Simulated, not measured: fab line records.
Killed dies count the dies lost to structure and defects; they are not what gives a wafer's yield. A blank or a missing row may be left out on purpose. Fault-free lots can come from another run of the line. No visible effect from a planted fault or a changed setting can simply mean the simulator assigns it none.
fab line records | flow nandHarc
record lots=6 wafers=18 lastDay=32
route steps=1302 shown A_CHANNEL_HOLE_D2@606 A_CHANNEL_FILL_D2@610 A_STAIRCASE@639 END@1302
lots that met no fault: taken from a fault-free run of the same line
startH: start of the lot's first displayed wafer, in hours after the record's first day | waitH: hours since the lot's step before | " the same as in the row above | L1.1+2: a single row standing in for several wafers | - either no value or no given start | * or withheld: withheld | < > ~ a bound
route shown NAME@n: a module of which the file shows steps, and the number in the route of the first | usual: mean and standard deviation over wafers with no fault | same: alike in all rows | chamber/n: place in a boat | sites: the reading at each site | _std_site: the standard deviation of these | _edge_site: the outer-site mean with the inner-site mean subtracted | radiusMm: how far each site lies from the wafer's centre | mask NAME#n: copy n | behind: the most recent tool/chamber to have shaped the wafer | hold: what put the lot on hold/how long, in hours/how the hold closed | device: names the non-switching transistor (n, p or np) | end of line: tests of these same wafers at the route's end | for a step that has no rows: nothing shown but its recipe | killed: dies lost to structure and defects at the first sort, not the wafer's yield | map: dies across one wafer; x = killed, . = not, _ = none there
set.NAME: setting as actually run; set.NAME@STEP: the setting as run at that earlier step | model.NAME: the simulator's own value behind a step, which no gauge read
a table for each step, a row for each wafer; lots at some steps of the route
services: a tool's chamber out of use, with start hour (startH, from the record's first day; less than 0 if before it), hours out, and reason
## steps
# step NHARC_A_CHANNEL_HOLE_D2_SRD_30
# step NHARC_A_CHANNEL_HOLE_D2_CD_MEAS_31
# usual cdNm=89.9/1
# columns lot.wafer tool chamber startH waitH cdNm
L911.1 cdSem-01 - 326.31 - 89.7
L911.3 " - " " 89.7
L911.5 " - " " 89.7
L914.2 cdSem-02 - 343.72 - 89.7
L914.4 " - " " 89.6
L914.5 " - " " 89.3
L918.1 cdSem-03 - 385.38 - 91.0
L918.2 " - " " 89.7
L918.6 " - " " 90.0
L922.1 cdSem-03 - 446.57 - 88.7
L922.3 " - " " 90.2
L922.6 " - " " 90.0
L925.2 cdSem-01 - 452.53 - 89.8
L925.3 " - " " 90.0
L925.4 " - " " 89.0
L926.2 cdSem-03 - 475.69 0.1 90.5
L926.5 " - " " 92.1
L926.6 " - " " 90.1
# step NHARC_A_CHANNEL_HOLE_D2_XSEM_32
# recipe landingEnergyEv=35000
# step NHARC_A_CHANNEL_HOLE_D2_INSPECT_40
# usual rawDefectCount=303/97
# columns lot.wafer tool chamber startH waitH rawDefectCount
L911.1 defectInspect-01 - 326.50 - 175
L911.3 " - " " 280
L911.5 " - " " 132
L914.2 defectInspect-01 - 343.90 - 311
L914.4 " - " " 344
L914.5 " - " " 325
L918.1 defectInspect-01 - 385.57 - 202
L918.2 " - " " 248
L918.6 " - " " 216
L922.1 defectInspect-01 - 446.76 - 185
L922.3 " - " " 275
L922.6 " - " " 282
L925.2 defectInspect-02 - 452.71 - 294
L925.3 " - " " 379
L925.4 " - " " 348
L926.2 defectInspect-02 - 475.88 - 192
L926.5 " - " " 172
L926.6 " - " " 211
# step NHARC_A_CHANNEL_FILL_D2_PRECLEAN_00
# recipe timeS=* tempC=50 bathAgeMin=0 chemistry=SC1
# step NHARC_A_CHANNEL_FILL_D2_SRD_01
# step NHARC_A_CHANNEL_FILL_D2_ALD_02
# recipe targetThkA=60 pulseTimeS=10 aldCycles=60 tempC=300 material=SiO2
# usual heaterPowerW=479/47 precursorPulseHeightRel=1.001/0.021
# same pulseTimeS=10
# columns lot.wafer tool chamber startH waitH heaterPowerW precursorPulseHeightRel
L911.3 aldHk-04 2 327.06 - 452 0.992
L911.1 " 0 " " 473 1.000
L911.5 " 2 " " 461 1.034
L914.2 aldHk-04 3 344.10 - 418 1.021
L914.4 " 1 " " 542 1.003
L914.5 " 0 " " 478 1.019
L918.1 aldHk-02 2 385.84 - 530 0.983
L918.2 " 0 " " 514 0.981
L918.6 " 1 " " 494 0.986
L922.3 aldHk-01 3 448.70 - 451 0.996
L922.1 " 0 " " 453 1.069
L922.6 " 2 " " 456 0.990
L925.4 aldHk-04 0 452.98 - 462 0.962
L925.2 " 1 " " 565 1.026
L925.3 " 2 " " 454 0.987
L926.2 aldHk-02 1 476.36 - 508 0.989
L926.5 " 3 " " 443 0.985
L926.6 " 0 " " 516 1.016
# step NHARC_A_CHANNEL_FILL_D2_ALD_03
# recipe targetThkA=60 pulseTimeS=60 aldCycles=58 tempC=630 pressureTorr=2 material=SiNx
# step NHARC_A_CHANNEL_FILL_D2_ALD_14
# recipe targetThkA=25 pulseTimeS=10 aldCycles=25 tempC=300 material=SiO2
# usual heaterPowerW=479/44 precursorPulseHeightRel=0.996/0.02
# same pulseTimeS=10
# columns lot.wafer tool chamber startH waitH heaterPowerW precursorPulseHeightRel
L911.3 aldHk-01 3 333.56 0.0 444 1.002
L911.1 " 2 " " 469 1.010
L911.5 " 0 " " 450 0.990
L914.2 aldHk-01 0 351.14 0.1 449 1.001
L914.4 " 1 " " 437 0.966
L914.5 " 3 " " 443 0.965
L918.1 aldHk-02 2 392.79 0.1 539 0.991
L918.2 " 0 " " 505 1.018
L918.6 " 2 " " 550 0.972
L922.3 aldHk-02 2 455.62 0.0 530 0.967
L922.1 " 0 " " 520 0.969
L922.6 " 3 " " 437 0.978
L925.2 aldHk-01 2 459.91 0.0 470 0.975
L925.3 " 3 " " 441 1.005
L925.4 " 1 " " 448 0.985
L926.2 aldHk-04 0 483.53 0.0 452 1.007
L926.6 " 0 " " 456 1.005
L926.5 " 1 " " 544 0.996
# step NHARC_A_CHANNEL_FILL_D2_ALD_15
# recipe targetThkA=20 pulseTimeS=60 aldCycles=19 tempC=630 pressureTorr=2 material=SiNx
# usual precursorPulseHeightRel=1.001/0.019
# same pulseTimeS=60
# columns lot.wafer tool chamber startH waitH precursorPulseHeightRel
L911.1 aldSinBatch-02 0 - - 1.000
L911.3 " 0 " " 0.977
L911.5 " 0 " " 1.016
L914.2 aldSinBatch-03 0 - - 0.992
L914.4 " 0 " " 1.002
L914.5 " 0 " " 1.032
L918.1 aldSinBatch-02 0 - - 1.017
L918.2 " 0 " " 0.970
L918.6 " 0 " " 0.993
L922.1 aldSinBatch-03 0 458.95 3.1 1.010
L922.3 " 0 " " 1.032
L922.6 " 0 " " 0.986
L925.2 aldSinBatch-01 0 - - 0.963
L925.3 " 0 " " 1.014
L925.4 " 0 " " 0.999
L926.2 aldSinBatch-03 0 - - 1.001
L926.5 " 0 " " 0.989
L926.6 " 0 " " 0.981
# step NHARC_A_CHANNEL_FILL_D2_ALD_16
# recipe targetThkA=15 pulseTimeS=10 aldCycles=15 tempC=300 material=SiO2
# step NHARC_A_CHANNEL_FILL_D2_ANNEAL_17
# recipe tempC=850 timeS=1800
# step NHARC_A_CHANNEL_FILL_D2_CVD_18
# recipe targetThkA=30 tempC=550 material=poly-Si
# columns lot.wafer tool chamber startH waitH
L911.1+3+5 lpcvdPoly-04 0 348.46 -
L914.2+4+5 lpcvdPoly-04 0 368.75 -
L918.1+2+6 lpcvdPoly-01 0 409.14 -
L922.1+3+6 lpcvdPoly-04 0 472.02 -
L925.2+3+4 lpcvdPoly-04 0 472.02 -
L926.2+5+6 lpcvdPoly-01 0 500.61 -
# step NHARC_A_CHANNEL_FILL_D2_ETCHBACK_19
# recipe targetDepthA=50 timeS=1.7 hbrFlowSccm=150 cl2FlowSccm=50 rfW=400 icpW=400 biasW=100 chemistry=HBr/Cl2
# step NHARC_A_CHANNEL_FILL_D2_ETCHBACK_20
# recipe targetDepthA=270 timeS=13.5 c4f8FlowSccm=withheld o2FlowSccm=8 arFlowSccm=withheld rfW=600 biasW=1500 chemistry=C4F8/O2/Ar
# step NHARC_A_CHANNEL_FILL_D2_STRIP_28
# recipe timeS=20 o2FlowSccm=500 arFlowSccm=0 biasW=0 chemistry=O2
# step NHARC_A_CHANNEL_FILL_D2_PRECLEAN_21
# recipe timeS=30 chemistry=dHF
# step NHARC_A_CHANNEL_FILL_D2_SRD_23
# step NHARC_A_CHANNEL_FILL_D2_CVD_05
# recipe targetThkA=50 tempC=550 material=poly-Si
# step NHARC_A_CHANNEL_FILL_D2_ANNEAL_22
# recipe tempC=620 timeS=7200
# step NHARC_A_CHANNEL_FILL_D2_ALD_25
# recipe targetThkA=600 pulseTimeS=10 aldCycles=600 tempC=300 material=SiOx
# step NHARC_A_CHANNEL_FILL_D2_ETCHBACK_08
# recipe targetDepthA=2200 timeS=110 c4f8FlowSccm=20 arFlowSccm=withheld rfW=600 biasW=300 chemistry=C4F8
# usual oesProductAu=0.96/0.037 rfVppV=442.7/2.2
# same timeS=110
# columns lot.wafer tool chamber startH waitH oesProductAu rfHoursCounterH rfVppV
L911.1 rieDiel-07 0 - - 1.00 2 442.4
L911.3 " 1 " " 1.00 3 445.4
L911.5 " 0 " " 0.99 - 445.5
L914.4 rieDiel-13 2 - - 0.93 5 437.7
L914.2 " 3 " " 0.92 6 445.0
L914.5 " 1 " " 0.92 - 440.1
L918.1 rieDiel-03 0 - - 0.92 3 445.3
L918.2 " 1 " " 0.91 4 441.0
L918.6 " 2 " " 0.92 - 443.5
L922.1 rieDiel-07 3 - - 0.99 0 440.1
L922.3 " 0 " " 1.01 0 444.1
L922.6 " 2 " " 1.01 - 436.9
L925.3 rieDiel-03 3 - - 0.91 1 441.1
L925.2 " 1 " " 0.92 1 441.5
L925.4 " 2 " " 0.91 1 443.9
L926.2 rieDiel-13 3 - - 1.01 27 443.8
L926.5 " 3 " " 1.01 - 444.1
L926.6 " 0 " " 1.01 - 440.4
# step NHARC_A_CHANNEL_FILL_D2_STRIP_29
# recipe timeS=20 o2FlowSccm=500 arFlowSccm=0 biasW=0 chemistry=O2
# usual drypumpMotorCurrentA=5.8/0.4 oesProductAu=0.998/0.0075 rfVppV=58.0/0.96 showerheadPlenumPTorr=3.63/0.12 throttleValvePct=17.037/0.0099
# same timeS=20
# columns lot.wafer tool chamber startH waitH drypumpMotorCurrentA oesProductAu rfHoursCounterH rfVppV showerheadPlenumPTorr throttleValvePct
L911.3 rieDiel-07 0 370.90 0.1 4.8 0.995 2 57.3 3.71 17.036
L911.1 " 1 " " 6.2 0.993 3 58.5 3.76 17.046
L911.5 " 2 " " 5.8 0.988 - 57.1 3.45 17.034
L914.2 rieDiel-13 0 - - 5.5 0.998 6 56.9 3.51 17.026
L914.4 " 1 " " 5.6 0.989 6 57.4 3.50 17.032
L914.5 " 0 " " 5.5 0.995 - 57.0 3.51 17.039
L918.2 rieDiel-03 0 - - 5.5 0.994 3 57.4 3.76 17.029
L918.1 " 1 " " 6.2 0.989 4 59.7 3.56 17.027
L918.6 " 2 " " 5.8 0.993 - 58.1 3.71 17.037
L922.3 rieDiel-07 3 - - 5.8 0.994 0 57.4 3.47 17.022
L922.1 " 0 " " 4.7 1.008 0 57.7 3.71 17.043
L922.6 " 2 " " 5.8 1.007 - 58.6 3.44 17.038
L925.4 rieDiel-03 2 - - 5.8 1.008 1 56.0 3.71 17.034
L925.3 " 3 " " 5.8 0.998 1 57.5 3.62 17.050
L925.2 " 1 " " 6.3 0.991 1 58.5 3.56 17.031
L926.2 rieDiel-13 0 - - 5.5 1.000 30 57.2 3.50 17.034
L926.5 " 3 " " 5.8 0.985 - 56.8 3.73 17.033
L926.6 " 0 " " 5.4 1.003 - 57.0 3.50 17.047
# step NHARC_A_CHANNEL_FILL_D2_PRECLEAN_30
# recipe timeS=30 chemistry=dHF
# step NHARC_A_CHANNEL_FILL_D2_SRD_31
# step NHARC_A_CHANNEL_FILL_D2_CVD_09
# recipe targetThkA=1500 tempC=620 pressureMtorr=200 timeS=3000 material=poly-Si
# step NHARC_A_CHANNEL_FILL_D2_CMP_10
# recipe targetThkNm=150
# step NHARC_A_CHANNEL_FILL_D2_SRD_12
# step NHARC_A_CHANNEL_FILL_D2_RTA_24
# recipe tempC=1000 timeS=5
# step NHARC_A_STAIRCASE_DEP_156
# recipe targetThkA=500 tempC=400 targetThkNm=50 flowSccm=200 rfW=450 material=SiNx
# step NHARC_A_STAIRCASE_DEHYDRATE_158
# recipe tempC=150 timeS=120
# step NHARC_A_STAIRCASE_HMDS_159
# recipe timeS=30
# step NHARC_A_STAIRCASE_COAT_160
# recipe spinRpm=1200
# step NHARC_A_STAIRCASE_SOFTBAKE_161
# recipe tempC=135 timeS=170
# step NHARC_A_STAIRCASE_EBR_162
# step NHARC_A_STAIRCASE_EXPOSE_163
# recipe na=0.5 doseMj=20.01 maskId=STAIR_OPEN
# step NHARC_A_STAIRCASE_PEB_164
# recipe pebTempC=115 pebTimeS=130
# step NHARC_A_STAIRCASE_DEVELOP_165
# recipe timeS=140
# step NHARC_END_SORT_01
# recipe tempC=25
# usual killedAtArray=54/16 killedAtOther=0.6/0.86 killedAtPeriphery=3.8/2.6 killedDies=58/16 killedOpen=3.3/1.8 killedShort=2.7/1.7
# same grossDies=677
# columns lot.wafer tool chamber startH waitH killedAtArray killedAtOther killedAtPeriphery killedDies killedOpen killedShort
L922.1 prober-02 0 708.66 2.5 136 0 3 139 3 1
L922.3 prober-02 0 710.24 3.1 132 1 4 137 5 3
L922.6 prober-02 0 712.61 4.0 128 0 3 131 6 2
L925.2 prober-01 0 709.37 2.8 152 1 3 156 6 5
L925.3 prober-01 0 710.18 3.1 143 0 1 144 2 3
L925.4 prober-01 0 710.98 3.4 151 0 2 153 4 3
# killed by level:class
L922.1 A_CHANNEL_FILL_D2:unspecified=84 A_CHANNEL_HOLE_D1:chamberFilmFlake=39 A_CONTACT:chamberFilmFlake=4 A_STAIRCASE:chamberFilmFlake=2 P_M1:geometricParticle:open=1 A_SOURCE_PLATE:geometricParticle:open=1 A_CHANNEL_FILL_D1:geometricParticle:open=1 A_M1:geometricParticle:short=1
L925.2 A_CHANNEL_FILL_D2:unspecified=79 A_CHANNEL_HOLE_D1:chamberFilmFlake=33 A_SLIT:chamberFilmFlake=14 A_CHANNEL_HOLE_D2:chamberFilmFlake=7 A_STAIRCASE:chamberFilmFlake=4 A_WL_FILL:geometricParticle:short=3 A_CONTACT:chamberFilmFlake=3 P_CONTACT:geometricParticle:open=2
L925.3 A_CHANNEL_FILL_D2:unspecified=77 A_CHANNEL_HOLE_D1:chamberFilmFlake=28 A_SLIT:chamberFilmFlake=10 A_CHANNEL_HOLE_D2:chamberFilmFlake=9 A_STAIRCASE:chamberFilmFlake=5 A_WL_FILL:chamberFilmFlake=3 A_CONTACT:chamberFilmFlake=3 A_ONON_D1:geometricParticle:short=1
L922.3 A_CHANNEL_FILL_D2:unspecified=79 A_CHANNEL_HOLE_D1:chamberFilmFlake=33 A_STAIRCASE:chamberFilmFlake=4 A_SLIT:chamberFilmFlake=3 A_CONTACT:geometricParticle:open=2 P_GATE:chamberFilmFlake=2 A_CHANNEL_FILL_D1:chamberFilmFlake=2 A_CONTACT:chamberFilmFlake=2
L925.4 A_CHANNEL_FILL_D2:unspecified=82 A_CHANNEL_HOLE_D1:chamberFilmFlake=31 A_CHANNEL_HOLE_D2:chamberFilmFlake=11 A_SLIT:chamberFilmFlake=10 A_STAIRCASE:chamberFilmFlake=3 A_M0:geometricParticle:open=2 A_DECK1_JOINT:chamberFilmFlake=2 A_CONTACT:chamberFilmFlake=2
L922.6 A_CHANNEL_FILL_D2:unspecified=80 A_CHANNEL_HOLE_D1:chamberFilmFlake=29 A_SLIT:chamberFilmFlake=5 A_BLC:geometricParticle:open=2 A_CHANNEL_FILL_D2:chamberFilmFlake=2 A_STAIRCASE:chamberFilmFlake=2 P_GATE:geometricParticle:open=1 P_M0:geometricParticle:open=1
# map L922.1 (x killed, . not)
____________.____________
_________......._________
_______........x.._______
______.........xxx.______
_____........x..xx.._____
____.........xxxxxx..____
____.......x.xxxxxx.x____
___.......x..xxxxxxx..___
___..........xxxxxx.x.___
__.........xxxxxxxxx...__
__......x....xxxxxxx...__
_...........xxxxxxxx.x.._
_............xxxxxxx...._
_...........x.xxxxx....._
_............xxxxxx....x_
_............xxx.xx....._
............x..........x.
.........................
...............x.x.....x.
..............x.......x..
.......x.................
_x.............x........_
_............xxx........_
_.........x.xxx.xx......_
_............xxxxxx....._
_....x.....xxxxxx.x....._
__........xxxxxx.......__
__........xxx.xxx......__
___.........xxx.......___
___.....x..xx.........___
____.............x...____
____.................____
_____..............._____
______.............______
_______..........._______
_________......._________
____________.____________
# map L925.2 (x killed, . not)
____________.____________
_________......._________
_______........x.._______
______.............______
_____........x..x..._____
____.........x.xxxxx.____
____.........xxxxxxx.____
___.........xxxxxxxx..___
___..........xxxxxx...___
__..x......xxxxxxxxx...__
__.........xxxxxxxxx.x.__
_...........xxxxxxxx...._
_............xxxxxx....._
_..........xxxxxxxx....._
_...........xxxxxxx....._
_..............x.xxx...._
.........................
....................xx...
...x.....................
.................x.......
...............x........x
_.............xx.......x_
_.............xxxx....x._
_............xxxxx......_
_.........x.xxxxx......._
_............x.xx....x.._
__.........xxxxxxx....x__
__........x.xxxx......x__
___...........x.......___
___..x.....x..xxx.....___
____...xx............____
____..xx.........x...____
_____xxxx......x...._____
______xxxxx....x...______
_______xxxx......._______
_________xxx.x.._________
____________.____________
## services
# columns tool chamber startH hours kind
rieDiel-07 0 303.20 - clean
rieDiel-07 1 303.20 - clean
rieDiel-07 2 303.20 - clean
rieDiel-07 3 303.20 - clean
rieDiel-13 2 304.40 5.2 repair
rieDiel-03 3 310.63 6.9 repair
aldHk-01 0 312.35 - clean
aldHk-01 1 312.35 - clean
aldHk-01 2 312.35 - clean
aldHk-01 3 312.35 - clean
rieDiel-03 0 314.80 - clean
aldHk-04 - 325.21 0.5 repair
rieDiel-13 - 339.34 5.2 repair
rieDiel-13 - 344.59 9.0 pm
rieDiel-07 3 361.64 23.6 repair
rieDiel-13 3 391.97 2.0 repair
aldHk-04 - 425.84 0.6 repair
rieDiel-03 - 458.30 9.0 pm
aldSinBatch-02 - 464.48 12.7 repair
rieDiel-07 - 471.20 9.0 pm
rieDiel-07 3 482.17 1.8 repair
rieDiel-07 2 484.21 4.3 repair
rieDiel-03 0 498.80 6.5 repair
aldSinBatch-01 - 506.00 26.0 pm
## key
firstSign step=NHARC_END_SORT_01 reading=killedAtArray direction=up sigmas=5.4 usual=54 struck=140
effect step=NHARC_END_SORT_01 reading=killedDies direction=up sigmas=5.3 usual=58 struck=143
moreKillsBornAt NHARC_A_CHANNEL_FILL_D2_CVD_18@lpcvdPoly-04=481
metAt NHARC_A_CHANNEL_FILL_D2_CVD_18
struckWafers L922.1,L922.3,L922.6,L925.2,L925.3,L925.4
testerLeftOut L922,L925
onsetBetween 368.75 472.02
fault kind=chamberParticleSource tool=lpcvdPoly-04 chamber=- onsetH=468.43 steps=NHARC_A_CHANNEL_FILL_D2_CVD_18 ratePerVisitCm2=0.63782 endH=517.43
# testerLeftOut: of these lots the tester's yield and bins aren't shown, on N5 and GAA mostly nor the transistor test; their killed dies are dies lost to structure and defects alone, not to doping, threshold or leakage, so they don't give the yield
